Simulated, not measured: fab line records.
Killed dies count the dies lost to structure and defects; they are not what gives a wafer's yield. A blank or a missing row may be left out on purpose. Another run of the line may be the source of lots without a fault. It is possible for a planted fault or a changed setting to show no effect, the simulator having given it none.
fab line records | flow n5_finfet
record lots=9 | wafers=26 | last_day=19
route steps=1938 shown SDB@373 HKMG_FIN@386 BEOL_M4@1111 PASSIVATION@1936
lots untouched by any fault: they come from a run of this same line in which no faults occurred
start_h: start of the lot's first displayed wafer, in hours after the record's first day | wait_h: how many hours have passed since the lot's step before this one | " as in the row above | L1.1+2: one row covering several wafers at once | - value missing, or start not given | * or withheld: withheld | < > ~ a bound
route shown NAME@n: NAME is a module with steps in the file, n the number in the route of the first one | usual: mean/standard deviation taken from wafers without a fault | same: alike in all rows | chamber/n: place in a boat | sites: each site's reading | _std_site: their standard deviation | _edge_site: outer sites' mean less inner sites' | radius_mm: how far each site lies from the wafer's centre | mask NAME#n: copy n | behind: the tool/chamber that last shaped the wafer | hold: the reason the lot was held/the length of the hold in hours/how it ended | device: which transistor (n, p or np) failed to switch | end of line: tests of these same wafers at the route's end | where a step has no rows: the recipe by itself | killed: count of dies lost to structure and defects at first sort (not the wafer's yield) | map: a wafer's dies, x killed, . not, _ none there
set.NAME: setting as actually run; set.NAME@STEP: the setting as run at that earlier step | model.NAME: the simulator's own value behind a step, which no gauge read
a sample of lots followed through the steps of the route, with each step as a table and each wafer as a row
services: from which hour (start_h, from the record's first day; less than 0 if before it) a tool's chamber was out of use, for how many hours, and why
## steps
# step N5_SDB_ALD_29
# recipe material=SiNx | target_thk_a=300 | temp_c=400 | ald_precursor_family=SiH2I2 | ald_co_reactant=N2/H2-plasma | pulse_time_s=1 | ald_cycles=600 | purge_time_s=2 | co_reactant_purge_time_s=2 | pressure_torr=2
# usual heater_power_w=843/76 | precursor_pulse_height_rel=0.999/0.02
lot.wafer | tool       | chamber | start_h | wait_h | heater_power_w | precursor_pulse_height_rel
L890.2    | ald_sin-02 | 0       | 67.11   | 0.0    | 783            | 0.999
L890.3    | "          | 3       | "       | "      | 909            | 1.003
L890.4    | "          | 1       | "       | "      | 874            | 1.002
L897.2    | ald_sin-02 | 3       | 113.54  | 0.1    | 893            | 1.025
L897.3    | "          | 1       | "       | "      | 872            | 1.024
L897.5    | "          | 2       | 114.89  | 1.4    | 803            | 1.019
L898.1    | ald_sin-04 | 3       | 119.67  | 0.0    | 728            | 0.976
L898.4    | "          | 2       | "       | "      | 913            | 0.989
L898.6    | "          | 2       | 121.03  | 1.4    | 924            | 1.015
L900.2    | ald_sin-04 | 1       | 129.53  | 0.0    | 950            | 1.019
L900.4    | "          | 2       | "       | "      | 900            | 0.994
L901.1    | ald_sin-03 | 3       | 136.95  | 0.0    | 789            | 1.010
L901.3    | "          | 0       | "       | "      | 703            | 1.001
L901.6    | "          | 3       | 138.30  | 1.4    | 804            | 1.002
L903.3    | ald_sin-04 | 3       | 147.38  | 0.0    | 737            | 0.982
L903.4    | "          | 2       | "       | "      | 897            | 1.026
L903.5    | "          | 2       | 148.73  | 1.4    | 890            | 0.976
L904.3    | ald_sin-04 | 0       | 152.15  | 0.0    | 817            | 1.002
L904.5    | "          | 1       | 153.50  | 1.4    | 957            | 1.014
L904.6    | "          | 0       | "       | "      | 811            | 0.990
L906.1    | ald_sin-04 | 2       | 163.49  | 0.0    | 881            | 1.007
L906.2    | "          | 3       | "       | "      | 754            | 1.002
L906.6    | "          | 2       | 164.85  | 1.4    | 900            | 0.992
L912.1    | ald_sin-04 | 2       | 198.50  | 0.0    | 923            | 0.991
L912.2    | "          | 0       | "       | "      | 814            | 1.012
L912.4    | "          | 2       | 199.85  | 1.4    | 906            | 0.959
# step N5_HKMG_FIN_HK_ALD_01
# recipe material=HfO2 | target_thk_a=16 | temp_c=withheld | ald_precursor_family=HfCl4 | ald_co_reactant=H2O | pulse_time_s=3 | purge_time_s=3 | co_reactant_purge_time_s=2.5 | co_reactant_pulse_time_s=0.3 | ald_cycles=30
# usual precursor_pulse_height_rel=1.001/0.02
lot.wafer | tool      | chamber | start_h | wait_h | precursor_pulse_height_rel
L890.2    | ald_hk-01 | 3       | 70.75   | 0.0    | 1.004
L890.3    | "         | 2       | "       | "      | 1.015
L890.4    | "         | 0       | "       | "      | 1.036
L897.2    | ald_hk-02 | 3       | 117.23  | 0.0    | 1.007
L897.3    | "         | 1       | "       | "      | 0.968
L897.5    | "         | 2       | "       | "      | 0.997
L898.1    | ald_hk-03 | 3       | 123.49  | 0.0    | 0.997
L898.4    | "         | 0       | "       | "      | 1.048
L898.6    | "         | 2       | "       | "      | 0.984
L900.2    | ald_hk-03 | 1       | 133.20  | 0.0    | 0.987
L900.4    | "         | 3       | "       | "      | 1.016
L901.1    | ald_hk-03 | 3       | 140.78  | 0.0    | 1.024
L901.3    | "         | 0       | "       | "      | 1.011
L901.6    | "         | 2       | "       | "      | 0.977
L903.3    | ald_hk-02 | 0       | 151.14  | 0.0    | 1.029
L903.4    | "         | 2       | "       | "      | 0.995
L903.5    | "         | 3       | "       | "      | 1.021
L904.3    | ald_hk-03 | 0       | 155.90  | 0.0    | 0.987
L904.5    | "         | 3       | "       | "      | 1.012
L904.6    | "         | 2       | "       | "      | 0.978
L906.1    | ald_hk-03 | 1       | 167.13  | 0.0    | 1.005
L906.2    | "         | 0       | "       | "      | 1.011
L906.6    | "         | 2       | "       | "      | 1.016
L912.1    | ald_hk-03 | 1       | 202.14  | 0.0    | 1.000
L912.2    | "         | 3       | "       | "      | 1.007
L912.4    | "         | 2       | "       | "      | 0.988
# step N5_HKMG_FIN_DEVELOP_48
# recipe develop_time_s=30 | developer=TMAH | resist=CAR-ArF | rinse_liquid=diw | dry=air_spin | dev_temp_c=23
# usual chill_plate_temp_C=22.99/0.11 | developer_temp_C=22.99/0.095 | exhaust_pa=44.9/0.86 | resist_line_temp_C=22.99/0.13
lot.wafer | tool           | chamber | start_h | wait_h | chill_plate_temp_C | developer_temp_C | exhaust_pa | resist_line_temp_C
L890.2    | litho_track-05 | 0       | 71.81   | -      | 23.02              | 23.03            | 44.6       | 22.83
L890.3    | "              | 0       | "       | "      | 22.93              | 23.00            | 43.6       | 22.85
L890.4    | "              | 0       | "       | "      | 22.98              | 23.03            | 43.4       | 22.85
L897.2    | litho_track-01 | 0       | 118.23  | -      | 23.08              | 23.11            | 44.6       | 23.03
L897.3    | "              | 0       | "       | "      | 23.17              | 22.97            | 45.0       | 23.02
L897.5    | "              | 0       | "       | "      | 23.13              | 23.08            | 44.1       | 22.96
L898.1    | litho_track-05 | 0       | 124.71  | -      | 23.10              | 23.02            | 45.8       | 23.01
L898.4    | "              | 0       | "       | "      | 22.93              | 22.98            | 45.4       | 22.89
L898.6    | "              | 0       | "       | "      | 23.03              | 23.16            | 44.4       | 22.93
L900.2    | litho_track-05 | 0       | 134.09  | -      | 23.17              | 22.93            | 45.7       | 23.04
L900.4    | "              | 0       | "       | "      | 23.21              | 23.11            | 44.2       | 22.88
L901.1    | litho_track-01 | 0       | 141.55  | -      | 22.87              | 22.97            | 44.6       | 23.07
L901.3    | "              | 0       | "       | "      | 22.73              | 23.03            | 45.1       | 23.01
L901.6    | "              | 0       | "       | "      | 22.79              | 22.97            | 45.4       | 23.06
L903.3    | litho_track-03 | 0       | 152.13  | -      | 22.91              | 23.03            | 44.7       | 22.99
L903.4    | "              | 0       | "       | "      | 22.96              | 22.94            | 46.0       | 22.92
L903.5    | "              | 0       | "       | "      | 23.01              | 23.13            | 44.2       | 22.91
L904.3    | litho_track-05 | 0       | 156.80  | -      | 22.94              | 22.92            | 43.9       | 23.00
L904.5    | "              | 0       | "       | "      | 22.90              | 22.94            | 45.4       | 22.76
L904.6    | "              | 0       | "       | "      | 23.00              | 22.84            | 45.3       | 22.89
L906.1    | litho_track-03 | 0       | 168.02  | -      | 22.97              | 23.03            | 44.0       | 22.87
L906.2    | "              | 0       | "       | "      | 23.12              | 22.91            | 45.4       | 22.98
L906.6    | "              | 0       | "       | "      | 23.08              | 22.92            | 44.7       | 22.82
L912.1    | litho_track-01 | 0       | 203.03  | -      | 22.89              | 22.96            | 44.9       | 23.30
L912.2    | "              | 0       | "       | "      | 22.87              | 22.95            | 43.5       | 23.30
L912.4    | "              | 0       | "       | "      | 22.80              | 22.92            | 44.7       | 23.25
# step N5_HKMG_FIN_CD_MEAS_49
# recipe target_cd_nm=202 | landing_energy_ev=500 | detector=se_inlens | polarity=opening
# usual cd_nm=202.2/0.71
lot.wafer | tool      | chamber | start_h | wait_h | cd_nm
L890.2    | cd_sem-02 | 0       | 71.87   | -      | 201.2
L890.3    | "         | 0       | "       | "      | 201.9
L890.4    | "         | 0       | "       | "      | 201.1
L897.2    | cd_sem-02 | 0       | 118.29  | -      | 202.5
L897.3    | "         | 0       | "       | "      | 202.4
L897.5    | "         | 0       | "       | "      | 202.7
L898.1    | cd_sem-03 | 0       | 124.77  | -      | 202.8
L898.4    | "         | 0       | "       | "      | 202.9
L898.6    | "         | 0       | "       | "      | 202.3
L900.2    | cd_sem-03 | 0       | 134.15  | -      | 203.8
L900.4    | "         | 0       | "       | "      | 203.4
L901.1    | cd_sem-02 | 0       | 141.61  | -      | 202.2
L901.3    | "         | 0       | "       | "      | 201.8
L901.6    | "         | 0       | "       | "      | 202.5
L903.3    | cd_sem-01 | 0       | 152.19  | -      | 203.4
L903.4    | "         | 0       | "       | "      | 203.6
L903.5    | "         | 0       | "       | "      | 203.5
L904.3    | cd_sem-01 | 0       | 156.86  | -      | 199.8
L904.5    | "         | 0       | "       | "      | 199.0
L904.6    | "         | 0       | "       | "      | 201.9
L906.1    | cd_sem-01 | 0       | 168.08  | -      | 201.7
L906.2    | "         | 0       | "       | "      | 201.5
L906.6    | "         | 0       | "       | "      | 202.4
L912.1    | cd_sem-01 | 0       | 203.09  | -      | 202.0
L912.2    | "         | 0       | "       | "      | 201.6
L912.4    | "         | 0       | "       | "      | 201.0
# step N5_HKMG_FIN_ETCH_55
# recipe chemistry=N2/H2 | target=SOC | target_depth_a=2400 | temp_c=40 | time_s=300 | ion_energy_ev=200 | mask_material=SiARC | pressure_mtorr=30 | source_w=840 | bias_w=150 | n2_flow_sccm=200 | h2_flow_sccm=200
# usual drypump_motor_current_A=5.8/0.5 | oes_product_au=0.74/0.067 | rf_vpp_V=523.7/2.7 | showerhead_plenum_p_Torr=2.53/0.096 | throttle_valve_pct=17.87/0.3
lot.wafer | tool        | chamber | start_h | wait_h | drypump_motor_current_A | oes_product_au | rf_hours_counter_h | rf_vpp_V | showerhead_plenum_p_Torr | throttle_valve_pct
L890.2    | rie_diel-02 | 1       | 72.29   | 0.0    | 5.5                     | 0.75           | 170                | 524.8    | 2.55                     | 18.21
L890.3    | "           | 2       | "       | "      | 5.2                     | 0.73           | 201                | 523.4    | 2.50                     | 17.76
L890.4    | "           | 3       | "       | "      | 6.3                     | 0.76           | 139                | 520.1    | 2.45                     | 17.56
L897.2    | rie_diel-03 | 2       | 118.47  | 0.0    | 5.6                     | 0.74           | 155                | 520.0    | 2.43                     | 17.77
L897.3    | "           | 1       | "       | "      | 5.9                     | 0.83           | 134                | 527.0    | 2.66                     | 18.37
L897.5    | "           | 3       | "       | "      | 6.1                     | 0.69           | -                  | 520.3    | 2.41                     | 17.71
L898.1    | rie_diel-02 | 2       | 124.95  | 0.0    | 5.2                     | 0.70           | 220                | 523.6    | 2.49                     | 17.81
L898.4    | "           | 1       | "       | "      | 5.5                     | 0.72           | -                  | 523.0    | 2.54                     | 18.25
L898.6    | "           | 3       | "       | "      | 6.3                     | 0.75           | -                  | 520.4    | 2.44                     | 17.59
L900.2    | rie_diel-06 | 2       | 134.33  | 0.0    | 6.2                     | 0.70           | 204                | 525.9    | 2.63                     | 18.04
L900.4    | "           | 3       | "       | "      | 6.8                     | 0.71           | 206                | 525.9    | 2.63                     | 17.85
L901.1    | rie_diel-06 | 2       | 141.88  | 0.0    | 6.2                     | 0.69           | 207                | 525.3    | 2.63                     | 18.04
L901.3    | "           | 3       | "       | "      | 6.8                     | 0.70           | 208                | 526.4    | 2.63                     | 17.86
L901.6    | "           | 1       | "       | "      | 5.2                     | 0.72           | -                  | 525.5    | 2.63                     | 17.74
L903.3    | rie_diel-06 | 3       | 152.52  | 0.0    | 6.7                     | 0.71           | 212                | 525.5    | 2.63                     | 17.87
L903.4    | "           | 2       | "       | "      | 6.2                     | 0.68           | 211                | 524.8    | 2.63                     | 18.04
L903.5    | "           | 1       | "       | "      | 5.2                     | 0.71           | -                  | 525.4    | 2.63                     | 17.74
L904.3    | rie_diel-02 | 1       | 157.03  | 0.0    | 5.5                     | 0.72           | 202                | 523.1    | 2.53                     | 18.28
L904.5    | "           | 1       | "       | "      | 5.5                     | 0.72           | -                  | 523.4    | 2.53                     | 18.26
L904.6    | "           | 2       | "       | "      | 5.2                     | 0.70           | -                  | 521.9    | 2.49                     | 17.82
L906.1    | rie_diel-03 | 1       | 168.26  | 0.0    | 5.9                     | 0.79           | 153                | 529.1    | 2.65                     | 18.41
L906.2    | "           | 2       | "       | "      | 5.6                     | 0.73           | 171                | 520.9    | 2.42                     | 17.81
L906.6    | "           | 3       | "       | "      | 6.1                     | 0.67           | -                  | 519.6    | 2.40                     | 17.74
L912.1    | rie_diel-06 | 3       | 203.27  | 0.0    | 6.8                     | 0.68           | 229                | 525.7    | 2.62                     | 17.90
L912.2    | "           | 1       | "       | "      | 5.2                     | 0.70           | 204                | 526.7    | 2.62                     | 17.78
L912.4    | "           | 0       | "       | "      | 5.9                     | 0.72           | 196                | 525.9    | 2.63                     | 18.05
# step N5_BEOL_M4_RC_MEAS_101
# usual DIBL_N=36.3/1.6 | DIBL_P=36.4/2.1 | IOFF_N=0.16/0.032 | IOFF_P=0.22/0.044 | ION_N=675/12 | ION_P=463/8.3 | SS_N=71.6/0.64 | SS_P=73.3/0.67 | VT_N=250/3.3 | VT_P=-250/3.7
lot.wafer | tool      | chamber | start_h | wait_h | DIBL_N[mV/V] | DIBL_P[mV/V] | IOFF_N[nA/um] | IOFF_P[nA/um] | ION_N[uA/um] | ION_P[uA/um] | SS_N[mV/dec] | SS_P[mV/dec] | VT_N[mV] | VT_P[mV]
L890.2    | prober-01 | 0       | 221.38  | 0.2    | 33.9         | 34.4         | 0.12          | 0.18          | 664          | 454          | 70.7         | 72.0         | 254      | -252
L890.3    | "         | 0       | "       | "      | 35.8         | 36.6         | 0.16          | 0.21          | 683          | 466          | 71.1         | 72.7         | 250      | -253
L890.4    | "         | 0       | "       | "      | 33.8         | 33.3         | 0.12          | 0.17          | 663          | 460          | 71.6         | 72.3         | 252      | -254
L897.2    | prober-01 | 0       | 252.46  | 0.2    | 36.8         | 38.9         | 0.19          | 0.26          | 690          | 472          | 71.3         | 74.1         | 249      | -248
L897.3    | "         | 0       | "       | "      | 36.9         | 38.7         | 0.19          | 0.26          | 682          | 471          | 71.8         | 73.6         | 249      | -248
L897.5    | "         | 0       | "       | "      | 37.2         | 40.1         | 0.20          | 0.29          | 697          | 486          | 71.9         | 74.9         | 247      | -245
L898.1    | prober-01 | 0       | 254.70  | 0.0    | 38.7         | 39.0         | 0.20          | 0.32          | 664          | 472          | 73.3         | 73.9         | 248      | -242
L898.4    | "         | 0       | "       | "      | 38.2         | 39.1         | 0.18          | 0.32          | 683          | 477          | 71.7         | 73.5         | 249      | -244
L898.6    | "         | 0       | "       | "      | 37.8         | 37.9         | 0.18          | 0.31          | 686          | 484          | 72.3         | 73.8         | 247      | -240
L900.2    | prober-01 | 0       | 284.45  | 0.2    | 37.5         | 36.6         | 0.17          | 0.23          | 674          | 463          | 71.9         | 73.4         | 247      | -249
L900.4    | "         | 0       | "       | "      | 38.0         | 38.8         | 0.20          | 0.28          | 689          | 475          | 71.8         | 73.5         | 246      | -247
L901.1    | prober-02 | 0       | 287.00  | 0.0    | 33.7         | 32.9         | 0.13          | 0.20          | 674          | 469          | 71.2         | 71.8         | 250      | -247
L901.3    | "         | 0       | "       | "      | 38.6         | 38.7         | 0.22          | 0.29          | 694          | 472          | 72.7         | 74.4         | 243      | -245
L901.6    | "         | 0       | "       | "      | 35.6         | 35.8         | 0.17          | 0.26          | 696          | 479          | 71.5         | 73.3         | 249      | -244
L903.3    | prober-01 | 0       | 291.43  | 0.3    | 33.4         | 34.7         | 0.13          | 0.18          | 657          | 454          | 71.0         | 72.7         | 252      | -250
L903.4    | "         | 0       | "       | "      | 35.7         | 36.9         | 0.16          | 0.22          | 672          | 461          | 71.3         | 73.6         | 250      | -250
L903.5    | "         | 0       | "       | "      | 36.9         | 39.4         | 0.19          | 0.26          | 668          | 463          | 72.0         | 74.2         | 247      | -248
L904.3    | prober-02 | 0       | 300.57  | 0.3    | 35.9         | 34.6         | 0.14          | 0.19          | 661          | 454          | 72.3         | 73.2         | 251      | -250
L904.5    | "         | 0       | "       | "      | 38.0         | 38.2         | 0.19          | 0.24          | 675          | 463          | 71.3         | 73.5         | 246      | -249
L904.6    | "         | 0       | "       | "      | 36.0         | 35.5         | 0.15          | 0.20          | 661          | 457          | 71.9         | 73.4         | 251      | -250
L906.1    | prober-02 | 0       | 309.94  | 0.0    | 36.4         | 36.7         | 0.16          | 0.23          | 685          | 475          | 71.0         | 73.9         | 249      | -249
L906.2    | "         | 0       | "       | "      | 34.7         | 33.9         | 0.13          | 0.19          | 669          | 460          | 70.9         | 72.7         | 251      | -249
L906.6    | "         | 0       | "       | "      | 35.0         | 33.9         | 0.14          | 0.20          | 676          | 463          | 71.5         | 72.5         | 251      | -248
L912.1    | prober-02 | 0       | 354.48  | 0.0    | 35.4         | 36.1         | 0.13          | 0.16          | 665          | 456          | 71.8         | 72.6         | 254      | -253
L912.2    | "         | 0       | "       | "      | 34.7         | 35.6         | 0.13          | 0.16          | 662          | 456          | 71.1         | 73.2         | 252      | -256
L912.4    | "         | 0       | "       | "      | 40.7         | 41.8         | 0.24          | 0.26          | 697          | 463          | 73.0         | 74.2         | 245      | -247
# step N5_PASSIVATION_PROBE_49
# usual defect_limited_yield=91.4/1.2 | killed_at_M0_to_M3=35/11 | killed_at_M4_up=14/6 | killed_at_contacts=12/6.7 | killed_at_front_end=37/9.7 | killed_at_other=3.5/2.5 | killed_dies=102/15 | killed_open=67/12 | killed_short=33/7.3 | sort_bin_5_function=5.1/0.81 | sort_bin_6_memory=3.2/0.65 | sort_n_pass=1078/15 | sort_yield_pct=91.4/1.2
# same gross_dies=1180 | killed_at_back_side=0 | sort_bin_4_leakage[%]=0 | sort_bin_8_speed[%]=0
lot.wafer | tool      | chamber | start_h | wait_h | defect_limited_yield[%] | killed_at_M0_to_M3 | killed_at_M4_up | killed_at_contacts | killed_at_front_end | killed_at_other | killed_dies | killed_open | killed_short | sort_bin_5_function[%] | sort_bin_6_memory[%] | sort_n_pass | sort_yield_pct[%]
L903.3    | prober-02 | -       | 389.74  | 0.1    | 92.9                    | 32                 | 18              | 8                  | 24                  | 2               | 84          | 68          | 15           | 4.3                    | 2.6                  | 1096        | 92.9
L900.2    | prober-02 | -       | 390.24  | 0.1    | 92.0                    | 34                 | 7               | 10                 | 38                  | 5               | 94          | 63          | 31           | 4.7                    | 3.1                  | 1086        | 92.0
L900.4    | prober-02 | -       | 390.34  | 0.2    | 91.4                    | 38                 | 14              | 5                  | 39                  | 5               | 101         | 58          | 43           | 4.7                    | 3.5                  | 1079        | 91.4
L901.6    | prober-01 | -       | 397.11  | 0.3    | 88.6                    | 52                 | 14              | 13                 | 49                  | 6               | 134         | 91          | 42           | 5.6                    | 5.1                  | 1046        | 88.6
# killed by level:class
L903.3 BEOL_M4:geometric_particle:open=13 BEOL_M1:geometric_particle:open=10 MOL_CONTACT_COAG:geometric_particle:open=8 BEOL_M0:geometric_particle:open=6 FIN_SAQP:geometric_particle:open=5 DUMMY_GATE:geometric_particle:open=5 BEOL_M3:geometric_particle:open=5 STARTING-WAFER:geometric_particle:open=5
L900.2 BEOL_M3:geometric_particle:open=12 STI_FIN_REVEAL:geometric_particle:open=9 MOL_CONTACT_COAG:geometric_particle:open=9 FIN_SAQP:geometric_particle:short=8 FIN_SAQP:geometric_particle:open=6 BEOL_M1:geometric_particle:open=6 DUMMY_GATE:geometric_particle:open=3 GATE_CUT:geometric_particle:short=3
L900.4 BEOL_M0_SAQP:geometric_particle:short=12 BEOL_M3:geometric_particle:open=10 GATE_CUT:geometric_particle:open=7 BEOL_M0_SAQP:geometric_particle:open=7 FIN_SAQP:geometric_particle:short=6 FIN_SAQP:geometric_particle:open=4 STI_FIN_REVEAL:geometric_particle:open=4 GATE_CUT:geometric_particle:short=4
L901.6 BEOL_M0_SAQP:geometric_particle:short=19 BEOL_M0_SAQP:geometric_particle:open=15 MOL_CONTACT_COAG:geometric_particle:open=12 FIN_SAQP:geometric_particle:open=11 DUMMY_GATE:geometric_particle:open=10 GATE_CUT:geometric_particle:short=9 BEOL_M3:geometric_particle:open=9 BEOL_M4:geometric_particle:open=9
## services
tool           | chamber | start_h | hours | kind
rie_diel-02    | 3       | 46.09   | 4.0   | repair
rie_diel-02    | -       | 56.46   | 2.8   | pm
ald_sin-04     | 3       | 56.55   | 7.1   | repair
litho_track-05 | -       | 57.55   | -     | consumable_replace:filter
ald_sin-03     | -       | 61.67   | 1.2   | repair
rie_diel-03    | 2       | 77.09   | 4.3   | repair
rie_diel-06    | -       | 79.36   | 2.8   | pm
ald_sin-03     | 3       | 83.57   | 6.5   | repair
ald_sin-04     | -       | 85.25   | 14.0  | pm
ald_sin-04     | 0       | 85.25   | 14.0  | vent_cycle
ald_sin-04     | 1       | 85.25   | 14.0  | vent_cycle
ald_sin-04     | 2       | 85.25   | 14.0  | vent_cycle
ald_sin-04     | 3       | 85.25   | 14.0  | vent_cycle
ald_sin-04     | 0       | 99.25   | -     | clean
ald_sin-04     | 1       | 99.25   | -     | clean
ald_sin-04     | 2       | 99.25   | -     | clean
ald_sin-04     | 3       | 99.25   | -     | clean
ald_sin-03     | 3       | 111.15  | 14.7  | repair
rie_diel-06    | 0       | 119.41  | 1.3   | repair
rie_diel-03    | 2       | 127.70  | 2.8   | repair
ald_sin-02     | -       | 176.76  | 14.0  | pm
ald_hk-02      | -       | 187.11  | 31.2  | repair
rie_diel-02    | 2       | 187.41  | 4.7   | repair
ald_sin-03     | 2       | 191.18  | 3.0   | repair
## key
first_sign step=N5_HKMG_FIN_CD_MEAS_49 | reading=cd_nm | direction=down | sigmas=4 | usual=202.2 | struck=199.4
effect none on later readings
met_at N5_HKMG_FIN_DEVELOP_48
struck_lots L904
struck_wafers L904.3,L904.5
not_acting_at N5_SDB_ALD_29,N5_HKMG_FIN_HK_ALD_01,N5_HKMG_FIN_ETCH_55
onset_between 134.09 156.80
fault kind=process_parameter_drift | tool=litho_track-05 | chamber=- | onset_h=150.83 | steps=N5_HKMG_FIN_DEVELOP_48 | channel=develop_time_s | offset=* | shape=step | end_h=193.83 | scope=struck_wafers_only | acts_in=* | stated=*
